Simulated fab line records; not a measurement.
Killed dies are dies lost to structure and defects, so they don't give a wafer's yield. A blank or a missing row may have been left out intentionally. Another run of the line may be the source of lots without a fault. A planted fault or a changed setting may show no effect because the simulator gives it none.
fab line records	flow nand_harc	part 1 of 2: steps 1 to 3 of 6
record lots=24	wafers=72	last_day=25
route steps=1159 shown A_STAIRCASE@621
lots that met no fault: taken from a fault-free run of the same line
start_h: start of the lot's first displayed wafer, in hours after the record's first day	wait_h: time in hours since the lot's previous step	" unchanged from the row above	L1.1+2: a single row standing in for several wafers	- either no value or no given start	* or withheld: withheld	< > ~ a bound
route shown NAME@n: names a module that has steps shown in the file, with the first one's number in the route	usual: mean/standard deviation taken from wafers without a fault	same: alike in all rows	chamber/n: place in a boat	sites: readings site by site	_std_site: the values' standard deviation	_edge_site: inner sites' mean taken away from outer sites' mean	radius_mm: for every site, how far away it sits from the centre of the wafer	mask NAME#n: copy n	behind: tool/chamber where the wafer was last shaped	hold: cause of the lot's hold/its duration in hours/its outcome	device: which transistor (n, p or np) failed to switch	end of line: tests run on the same wafers once the route is complete	for a step that has no rows: nothing shown but its recipe	killed: at the first sort, the dies lost to defects and structure; wafer yield is something else	map: dies across one wafer; x = killed, . = not, _ = none there
set.NAME: the run value of the setting; set.NAME@STEP: its run value at that earlier step	model.NAME: the simulator's own value behind a step, which no gauge read
a sample of lots followed through the steps of the route, with each step as a table and each wafer as a row
services: from which hour (start_h, from the record's first day; less than 0 if before it) a tool's chamber was out of use, for how many hours, and why
## steps
# step NHARC_A_STAIRCASE_ETCH_227
# recipe target_depth_a=1000	time_s=40.5	ion_energy_ev=400	c4f8_flow_sccm=20	o2_flow_sccm=10	ar_flow_sccm=withheld	rf_w=600	bias_w=1000	chemistry=C4F8/O2
# usual oes_product_au=0.941/0.015	rf_vpp_V=895/5.2
lot.wafer	tool	chamber	start_h	wait_h	oes_product_au	rf_hours_counter_h	rf_vpp_V
L075.4	rie_diel-13	2	-	-	0.954	56	902
L075.2	"	3	"	"	0.966	50	889
L075.5	"	3	"	"	0.964	-	890
L074.4	rie_diel-13	1	-	-	0.937	60	892
L074.2	"	0	"	"	0.979	59	887
L074.5	"	1	"	"	0.941	-	892
L077.1	rie_diel-10	1	-	-	0.938	38	886
L077.6	"	1	"	"	0.939	-	886
L077.4	"	2	"	"	0.942	-	892
L076.2	rie_diel-13	3	-	-	0.965	58	890
L076.1	"	0	"	"	0.980	65	886
L076.5	"	2	"	"	0.963	-	902
L078.1	rie_diel-11	0	-	-	0.933	29	897
L078.3	"	1	"	"	0.906	30	889
L078.5	"	1	"	"	0.925	-	889
L079.4	rie_diel-10	2	-	-	0.968	40	893
L079.5	"	3	"	"	0.949	-	898
L079.6	"	0	"	"	0.942	-	903
L080.4	rie_diel-11	3	-	-	0.942	32	894
L080.3	"	1	"	"	0.922	34	888
L080.5	"	0	"	"	0.944	-	897
L082.3	rie_diel-11	3	-	-	0.938	39	893
L082.2	"	0	"	"	0.940	40	897
L082.5	"	3	"	"	0.929	-	894
L083.3	rie_diel-11	2	-	-	0.922	15	898
L083.2	"	3	"	"	0.925	39	894
L083.1	"	0	"	"	0.931	40	897
L081.2	rie_diel-11	2	-	-	0.941	16	898
L081.3	"	0	"	"	0.925	42	898
L081.5	"	1	"	"	0.916	-	890
L085.1	rie_diel-10	2	-	-	0.954	52	891
L085.2	"	3	"	"	0.927	56	901
L085.6	"	0	"	"	0.939	-	903
L084.2	rie_diel-10	2	-	-	0.955	53	892
L084.1	"	3	"	"	0.940	56	900
L084.3	"	1	"	"	0.949	55	887
L088.1	rie_diel-10	3	-	-	0.929	63	898
L088.2	"	0	"	"	0.950	27	901
L088.4	"	1	"	"	0.947	61	887
L086.3	rie_diel-11	2	-	-	0.930	25	899
L086.1	"	3	"	"	0.940	49	895
L086.6	"	1	"	"	0.905	-	887
L087.4	rie_diel-11	1	-	-	0.918	54	888
L087.3	"	3	"	"	0.944	50	894
L087.5	"	2	"	"	0.943	-	898
L090.2	rie_diel-10	2	-	-	0.955	63	892
L090.3	"	0	"	"	0.957	30	903
L090.4	"	0	"	"	0.949	-	904
L089.2	rie_diel-11	2	-	-	0.960	30	898
L089.1	"	0	"	"	0.935	55	896
L089.5	"	1	"	"	0.932	-	887
L092.1	rie_diel-13	3	-	-	0.950	24	890
L092.3	"	1	"	"	0.930	26	893
L092.5	"	3	"	"	0.945	-	888
L091.2	rie_diel-11	3	-	-	0.947	60	894
L091.1	"	2	"	"	0.937	38	896
L091.6	"	0	"	"	0.941	-	895
L093.3	rie_diel-11	0	-	-	0.937	62	898
L093.6	"	3	"	"	0.948	-	894
L093.5	"	0	"	"	0.938	-	897
L094.4	rie_diel-11	0	-	-	0.914	1	897
L094.3	"	1	"	"	0.952	1	888
L094.2	"	3	"	"	0.947	1	893
L095.4	rie_diel-13	3	-	-	0.954	37	887
L095.2	"	2	"	"	0.919	40	901
L095.5	"	0	"	"	0.965	-	906
L096.1	rie_diel-11	3	-	-	0.937	5	893
L096.3	"	1	"	"	0.962	4	890
L096.4	"	2	"	"	0.937	5	897
L097.4	rie_diel-11	1	-	-	0.947	8	889
L097.3	"	2	"	"	0.931	10	896
L097.6	"	3	"	"	0.919	-	895
# step NHARC_A_STAIRCASE_TRIM_231
# recipe time_s=211.2	o2_flow_sccm=500	ar_flow_sccm=0	bias_w=0	chemistry=O2
# usual drypump_motor_current_A=5.8/0.5	oes_product_au=0.998/0.016	rf_vpp_V=57.7/0.93	showerhead_plenum_p_Torr=3.49/0.15	throttle_valve_pct=17.036/0.0091
lot.wafer	tool	chamber	start_h	wait_h	drypump_motor_current_A	oes_product_au	rf_hours_counter_h	rf_vpp_V	showerhead_plenum_p_Torr	throttle_valve_pct
L075.4	rie_diel-13	3	-	-	5.0	1.012	51	57.2	3.34	17.027
L075.2	"	1	"	"	5.6	0.985	59	59.1	3.44	17.037
L075.5	"	3	"	"	4.9	1.004	-	56.6	3.34	17.037
L074.2	rie_diel-10	1	-	-	6.3	1.007	30	56.2	3.27	17.023
L074.4	"	3	"	"	6.0	0.993	-	57.8	3.62	17.028
L074.5	"	2	"	"	5.6	1.001	-	56.7	3.43	17.039
L077.1	rie_diel-11	2	-	-	6.5	0.970	3	57.6	3.58	17.021
L077.4	"	0	"	"	6.1	0.980	28	56.2	3.57	17.040
L077.6	"	1	"	"	5.2	0.963	-	57.5	3.33	17.028
L076.1	rie_diel-13	3	-	-	5.0	1.012	58	57.4	3.34	17.045
L076.2	"	0	"	"	5.3	1.035	65	56.8	3.27	17.032
L076.5	"	3	"	"	5.0	1.028	-	57.1	3.34	17.043
L078.1	rie_diel-11	0	-	-	6.1	1.006	30	57.7	3.57	17.034
L078.3	"	2	"	"	6.5	1.007	4	58.0	3.58	17.045
L078.5	"	0	"	"	6.1	1.010	-	58.8	3.57	17.036
L079.4	rie_diel-10	0	-	-	6.3	0.999	9	58.4	3.73	17.052
L079.5	"	3	"	"	6.0	1.004	-	58.5	3.62	17.033
L079.6	"	0	"	"	6.3	0.999	-	56.9	3.73	17.042
L080.3	rie_diel-10	0	-	-	6.3	0.994	10	58.4	3.73	17.038
L080.4	"	2	"	"	5.6	1.010	41	57.8	3.42	17.037
L080.5	"	0	"	"	6.3	0.991	-	58.0	3.73	17.024
L082.2	rie_diel-13	1	-	-	5.6	0.988	2	56.1	3.44	17.023
L082.3	"	2	"	"	5.4	0.993	2	58.7	3.68	17.024
L082.5	"	0	"	"	5.3	1.018	-	58.6	3.81	17.045
L083.2	rie_diel-11	1	-	-	5.2	0.975	42	56.7	3.32	17.036
L083.1	"	2	"	"	6.5	0.986	16	58.9	3.57	17.040
L083.3	"	3	"	"	5.9	1.003	39	59.4	3.48	17.042
L081.3	rie_diel-11	0	-	-	6.1	0.998	42	58.5	3.56	17.030
L081.2	"	3	"	"	5.9	1.004	40	57.6	3.48	17.037
L081.5	"	1	"	"	5.2	0.972	-	56.8	3.32	17.040
L085.1	rie_diel-11	1	-	-	5.2	0.972	46	56.5	3.32	17.048
L085.2	"	0	"	"	6.1	0.996	44	58.5	3.56	17.029
L085.6	"	2	"	"	6.5	0.981	-	58.5	3.57	17.037
L084.3	rie_diel-11	1	-	-	5.2	0.972	46	55.7	3.32	17.043
L084.2	"	2	"	"	6.5	0.996	20	58.7	3.57	17.017
L084.1	"	3	"	"	5.9	0.997	43	56.3	3.48	17.026
L088.4	rie_diel-11	2	-	-	6.5	0.992	24	57.7	3.57	17.051
L088.2	"	3	"	"	5.9	1.003	48	57.5	3.48	17.044
L088.1	"	1	"	"	5.2	0.978	51	58.1	3.32	17.046
L086.3	rie_diel-13	0	-	-	5.2	1.040	14	59.0	3.80	17.032
L086.1	"	1	"	"	5.5	0.993	14	55.9	3.43	17.042
L086.6	"	1	"	"	5.6	0.997	-	58.3	3.43	17.046
L087.4	rie_diel-13	3	-	-	5.0	1.019	16	58.4	3.33	17.046
L087.3	"	0	"	"	5.3	1.012	16	59.0	3.80	17.030
L087.5	"	3	"	"	5.0	1.014	-	58.5	3.33	17.029
L090.4	rie_diel-11	3	-	-	5.9	1.001	54	56.7	3.48	17.056
L090.3	"	0	"	"	6.0	1.005	55	56.5	3.55	17.035
L090.2	"	1	"	"	5.2	0.987	57	57.1	3.31	17.032
L089.1	rie_diel-11	3	-	-	5.9	1.000	54	56.8	3.48	17.041
L089.2	"	0	"	"	6.1	0.997	56	58.8	3.55	17.048
L089.5	"	3	"	"	5.9	0.999	-	57.7	3.48	17.025
L092.3	rie_diel-13	3	-	-	4.9	1.021	24	56.5	3.32	17.036
L092.1	"	0	"	"	5.3	1.012	25	58.3	3.79	17.028
L092.5	"	3	"	"	5.0	1.019	-	55.3	3.32	17.045
L091.2	rie_diel-11	0	-	-	6.1	1.000	61	58.0	3.55	17.022
L091.1	"	3	"	"	5.9	1.002	61	57.8	3.47	17.048
L091.6	"	0	"	"	6.1	1.000	-	56.3	3.55	17.038
L093.3	rie_diel-11	0	-	-	6.1	0.991	62	58.0	3.55	17.031
L093.6	"	0	"	"	6.1	0.998	-	59.3	3.55	17.009
L093.5	"	1	"	"	5.2	0.978	-	55.8	3.31	17.020
L094.2	rie_diel-11	2	-	-	6.5	0.985	3	57.6	3.55	17.030
L094.3	"	0	"	"	6.1	1.000	2	58.3	3.55	17.050
L094.4	"	1	"	"	5.2	0.999	2	58.1	3.31	17.025
L095.2	rie_diel-11	0	-	-	6.1	0.997	3	58.9	3.55	17.022
L095.4	"	2	"	"	6.6	0.992	5	59.6	3.55	17.044
L095.5	"	1	"	"	5.2	1.009	-	56.2	3.31	17.031
L096.3	rie_diel-10	0	-	-	6.3	1.005	10	57.7	3.71	17.034
L096.4	"	1	"	"	6.3	1.009	10	58.3	3.80	17.044
L096.1	"	2	"	"	5.6	1.012	9	57.8	3.41	17.036
L097.4	rie_diel-11	0	-	-	6.1	0.983	8	58.8	3.54	17.033
L097.3	"	1	"	"	5.2	1.005	8	58.0	3.31	17.048
L097.6	"	1	"	"	5.2	1.015	-	56.9	3.31	17.022
# step NHARC_A_STAIRCASE_TRIM_235
# recipe time_s=211.2	o2_flow_sccm=500	ar_flow_sccm=0	bias_w=0	chemistry=O2
# usual drypump_motor_current_A=5.8/0.49	oes_product_au=0.999/0.016	rf_vpp_V=57.7/0.97	showerhead_plenum_p_Torr=3.50/0.15	throttle_valve_pct=17.036/0.0081
lot.wafer	tool	chamber	start_h	wait_h	drypump_motor_current_A	oes_product_au	rf_hours_counter_h	rf_vpp_V	showerhead_plenum_p_Torr	throttle_valve_pct
L075.2	rie_diel-13	0	-	-	5.3	1.042	59	57.5	3.27	17.045
L075.4	"	2	"	"	5.4	1.008	57	58.0	3.69	17.032
L075.5	"	0	"	"	5.3	1.034	-	57.0	3.27	17.034
L074.2	rie_diel-10	3	-	-	6.0	0.996	30	57.9	3.62	17.042
L074.5	"	1	"	"	6.3	1.001	-	56.4	3.27	17.041
L074.4	"	3	"	"	6.0	1.000	-	58.5	3.62	17.030
L077.4	rie_diel-11	3	-	-	5.9	1.000	28	58.1	3.49	17.022
L077.1	"	0	"	"	6.1	0.988	29	57.7	3.57	17.024
L077.6	"	0	"	"	6.0	0.984	-	57.6	3.57	17.036
L076.1	rie_diel-13	0	-	-	5.3	1.046	65	58.3	3.27	17.034
L076.2	"	1	"	"	5.6	1.004	67	57.9	3.44	17.026
L076.5	"	0	"	"	5.2	1.047	-	56.2	3.27	17.023
L078.3	rie_diel-11	1	-	-	5.2	0.968	30	56.0	3.33	17.038
L078.1	"	2	"	"	6.5	0.992	5	58.8	3.58	17.042
L078.5	"	2	"	"	6.5	0.989	-	57.0	3.58	17.029
L079.4	rie_diel-10	0	-	-	6.2	0.994	9	59.6	3.73	17.046
L079.5	"	0	"	"	6.3	0.994	-	58.0	3.73	17.017
L079.6	"	1	"	"	6.3	0.990	-	57.7	3.27	17.028
L080.3	rie_diel-10	3	-	-	6.0	1.004	45	57.9	3.62	17.034
L080.4	"	1	"	"	6.3	0.993	44	57.1	3.27	17.026
L080.5	"	3	"	"	6.0	0.992	-	58.2	3.62	17.036
L082.2	rie_diel-13	0	-	-	5.2	1.047	3	60.0	3.81	17.041
L082.3	"	1	"	"	5.6	0.998	3	57.6	3.44	17.055
L082.5	"	1	"	"	5.6	1.011	-	57.2	3.44	17.028
L083.3	rie_diel-11	3	-	-	5.9	1.001	40	57.7	3.48	17.038
L083.1	"	0	"	"	6.1	0.989	41	58.4	3.56	17.033
L083.2	"	1	"	"	5.2	0.984	42	56.4	3.32	17.036
L081.2	rie_diel-11	1	-	-	5.2	0.980	43	58.2	3.32	17.038
L081.3	"	0	"	"	6.1	1.011	42	58.7	3.56	17.042
L081.5	"	2	"	"	6.5	0.991	-	57.5	3.57	17.033
L085.2	rie_diel-11	3	-	-	5.9	0.999	43	58.5	3.48	17.033
L085.1	"	1	"	"	5.2	0.975	46	57.1	3.32	17.047
L085.6	"	0	"	"	6.1	0.997	-	58.3	3.56	17.044
L084.3	rie_diel-11	3	-	-	5.9	0.993	44	57.7	3.48	17.038
L084.1	"	0	"	"	6.1	1.006	45	58.9	3.56	17.037
L084.2	"	1	"	"	5.2	0.979	46	57.4	3.32	17.037
L088.1	rie_diel-11	1	-	-	5.2	0.981	51	58.6	3.32	17.029
L088.4	"	2	"	"	6.5	0.992	24	57.8	3.57	17.027
L088.2	"	0	"	"	6.1	1.001	50	57.1	3.56	17.051
L086.3	rie_diel-13	0	-	-	5.3	1.029	15	59.7	3.80	17.050
L086.1	"	1	"	"	5.6	0.993	14	58.7	3.43	17.048
L086.6	"	0	"	"	5.3	1.020	-	58.2	3.80	17.021
L087.3	rie_diel-13	3	-	-	5.0	1.011	16	58.4	3.33	17.039
L087.4	"	0	"	"	5.3	1.025	16	59.3	3.80	17.017
L087.5	"	0	"	"	5.3	1.021	-	58.3	3.80	17.018
L090.3	rie_diel-11	0	-	-	6.1	0.993	56	58.1	3.55	17.031
L090.2	"	1	"	"	5.2	0.977	57	57.0	3.31	17.053
L090.4	"	2	"	"	6.5	0.990	31	56.2	3.56	17.042
L089.2	rie_diel-11	1	-	-	5.2	0.964	58	56.8	3.31	17.036
L089.1	"	3	"	"	5.9	1.004	55	57.4	3.48	17.028
L089.5	"	1	"	"	5.2	0.968	-	57.7	3.31	17.037
L092.3	rie_diel-13	0	-	-	5.3	1.018	26	59.8	3.79	17.050
L092.1	"	2	"	"	5.5	0.996	25	59.1	3.67	17.040
L092.5	"	0	"	"	5.2	1.031	-	58.6	3.79	17.028
L091.1	rie_diel-11	2	-	-	6.5	0.989	38	55.7	3.56	17.035
L091.2	"	0	"	"	6.1	1.010	61	57.3	3.55	17.039
L091.6	"	1	"	"	5.2	0.975	-	57.0	3.31	17.050
L093.3	rie_diel-11	1	-	-	5.2	0.968	65	56.9	3.31	17.028
L093.6	"	0	"	"	6.0	0.989	-	58.5	3.55	17.034
L093.5	"	1	"	"	5.2	0.982	-	58.4	3.31	17.032
L094.4	rie_diel-11	1	-	-	5.2	1.017	2	57.6	3.31	17.046
L094.3	"	3	"	"	5.9	0.999	3	57.9	3.47	17.046
L094.2	"	0	"	"	6.0	0.994	2	57.5	3.55	17.026
L095.2	rie_diel-11	1	-	-	5.2	1.012	4	55.3	3.31	17.037
L095.4	"	2	"	"	6.5	0.993	5	57.5	3.55	17.039
L095.5	"	3	"	"	5.9	1.005	-	55.6	3.47	17.053
L096.1	rie_diel-10	1	-	-	6.3	1.000	10	59.5	3.80	17.042
L096.3	"	3	"	"	6.0	1.018	5	58.8	3.60	17.040
L096.4	"	0	"	"	6.3	1.009	10	59.3	3.71	17.032
L097.4	rie_diel-11	3	-	-	5.9	0.997	10	56.6	3.46	17.036
L097.3	"	2	"	"	6.5	0.998	10	58.0	3.55	17.035
L097.6	"	0	"	"	6.1	0.990	-	58.4	3.54	17.044
